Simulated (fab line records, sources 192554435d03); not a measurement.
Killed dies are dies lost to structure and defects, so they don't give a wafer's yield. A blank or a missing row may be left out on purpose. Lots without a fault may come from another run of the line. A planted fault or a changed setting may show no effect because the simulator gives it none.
Split-lot experiment | flow n5_finfet | 7 lots, 39 wafers read, on a route of 1938 steps

THE SPLIT
At N5_BEOL_M14_ILD_DEP_00 (deposits SiO2 from TEOS/O2, target thk 1119.3 nm, time 237.4 s), the setting time_s was moved away from the recipe's 237.4 s on 18 of the 39 wafers read, by -59.9% to +33.1%. The other wafers ran this setting at the recipe's value.

The file shows no step between the split and the reading.

THE READING
M14_ILD_THK, in nm, at N5_BEOL_M14_THK_MEAS_01. Fault-free wafers of this fab line usually give 1118 nm, standard deviation 17 nm.

wafer  | tool, chamber at the split | time_s as run, s | against the recipe | M14_ILD_THK, nm | against lot-mates on the recipe
L079.2 | pecvd-01, 2                | 237.4            | recipe             | 1100            | -
L079.4 | pecvd-01, 0                | 237.4            | recipe             | 1105            | -
L079.6 | pecvd-01, 1                | 237.4            | recipe             | 1148            | -
L082.1 | pecvd-03, 0                | 315.9            | +33.1%             | 1462            | +340
L082.2 | pecvd-03, 1                | 315.9            | +33.1%             | 1478            | +356
L082.3 | pecvd-03, 2                | 237.4            | recipe             | 1114            | -
L082.4 | pecvd-03, 1                | 315.9            | +33.1%             | 1496            | +374
L082.5 | pecvd-03, 0                | 237.4            | recipe             | 1127            | -
L082.6 | pecvd-03, 2                | 237.4            | recipe             | 1124            | -
L084.1 | pecvd-01, 0                | 159.2            | -32.9%             | 738             | -381
L084.2 | pecvd-01, 2                | 159.2            | -32.9%             | 730             | -389
L084.3 | pecvd-01, 1                | 159.2            | -32.9%             | 761             | -358
L084.4 | pecvd-01, 1                | 237.4            | recipe             | 1129            | -
L084.5 | pecvd-01, 0                | 237.4            | recipe             | 1113            | -
L084.6 | pecvd-01, 2                | 237.4            | recipe             | 1116            | -
L089.1 | pecvd-01, 1                | 237.4            | recipe             | 1119            | -
L089.2 | pecvd-01, 2                | 237.4            | recipe             | 1101            | -
L089.3 | pecvd-01, 0                | 237.4            | recipe             | 1093            | -
L089.4 | pecvd-01, 0                | 95.09            | -59.9%             | 439             | -665
L089.5 | pecvd-01, 1                | 95.09            | -59.9%             | 458             | -646
L089.6 | pecvd-01, 2                | 95.09            | -59.9%             | 446             | -658
L090.1 | pecvd-03, 0                | 237.4            | recipe             | 1088            | -
L090.2 | pecvd-03, 1                | 158.1            | -33.4%             | 728             | -378
L090.3 | pecvd-03, 2                | 237.4            | recipe             | 1103            | -
L090.4 | pecvd-03, 1                | 237.4            | recipe             | 1126            | -
L090.5 | pecvd-03, 0                | 158.1            | -33.4%             | 731             | -375
L090.6 | pecvd-03, 2                | 158.1            | -33.4%             | 741             | -365
L096.1 | pecvd-01, 0                | 237.4            | recipe             | 1087            | -
L096.2 | pecvd-01, 1                | 237.4            | recipe             | 1116            | -
L096.3 | pecvd-01, 2                | 122.1            | -48.6%             | 573             | -541
L096.4 | pecvd-01, 1                | 237.4            | recipe             | 1139            | -
L096.5 | pecvd-01, 0                | 122.1            | -48.6%             | 561             | -553
L096.6 | pecvd-01, 2                | 122.1            | -48.6%             | 581             | -533
L097.1 | pecvd-04, 0                | 187.7            | -20.9%             | 890             | -248
L097.2 | pecvd-04, 1                | 187.7            | -20.9%             | 895             | -243
L097.3 | pecvd-04, 2                | 237.4            | recipe             | 1125            | -
L097.4 | pecvd-04, 2                | 237.4            | recipe             | 1141            | -
L097.5 | pecvd-04, 1                | 237.4            | recipe             | 1149            | -
L097.6 | pecvd-04, 0                | 187.7            | -20.9%             | 903             | -235

THE FIT
A straight line over all 39 wafers: M14_ILD_THK changes by +11.2 nm for each +1% of time_s; r = +1.00; the points scatter about the line by 16 nm.
The same after taking each lot's own level away (the mean of its wafers on the recipe; 39 wafers): +11 nm for each +1%; r = +1.00; scatter 14 nm.
On that fit, the largest move of time_s shifts the reading by 6.6e+02 nm.
The lots' own levels span 1104.3 to 1138.3 nm, that is 2.0 times the standard deviation above.
So the lot-to-lot level changes the slope little: the two slopes agree.
Check: with one of the wafers moved furthest among these (-59.9%) left out of the fit, the line predicts -665 nm for it against its lot-mates. It came out at -665 nm against them.

OTHER SPLITS ON THESE WAFERS
These wafers also went through other splits before the reading. Each is held against what the fit with the lots' levels taken away leaves over:
other split on the same wafers             | wafers away from the commonest value | r with M14_ILD_THK (lot level and that fit taken away)
N5_BEOL_M0_SAQP_CUT_ETCH_46 target_depth_a | 9                                    | -0.31
N5_BEOL_M3_VIA_ETCH_34 time_s              | 12                                   | +0.23
N5_BEOL_M5_DEP_56 target_thk_a             | 12                                   | +0.19
N5_BEOL_M11_VIA_ETCH_34 time_s             | 12                                   | +0.01

THE WHOLE CHAIN: every reading that the file lists as answering this split, in the file's order
step                    | what it does                                                   | reading                                                                             | change (the file's fit)              | r (the file's)
N5_BEOL_M14_ILD_DEP_00  | deposits SiO2 from TEOS/O2, target thk 1119.3 nm, time 237.4 s | SiO2_of_BEOL_M14_ILD_DEP_00.thk_nm (the simulator's own value, which no gauge read) | +11.1 nm for each +1% of the setting | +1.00
N5_BEOL_M14_THK_MEAS_01 |                                                                | M14_ILD_THK                                                                         | +11.1 for each +1% of the setting    | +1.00
N5_BEOL_M14_VIA_ETCH_16 | etches SiO2 in C4F8/O2/Ar, target depth 1231.3 nm              | etch.depth_nm (the simulator's own value, which no gauge read)                      | +11.1 nm for each +1% of the setting | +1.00
N5_BEOL_M14_VIA_ETCH_16 | etches SiO2 in C4F8/O2/Ar, target depth 1231.3 nm              | coat_of_BEOL_M14_COAT_04.thk_nm (the simulator's own value, which no gauge read)    | -2.63 nm for each +1% of the setting | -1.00

THE FILE'S OWN FIT
M14_ILD_THK changes by +11.1 nm for each +1% of time_s, r = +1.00.
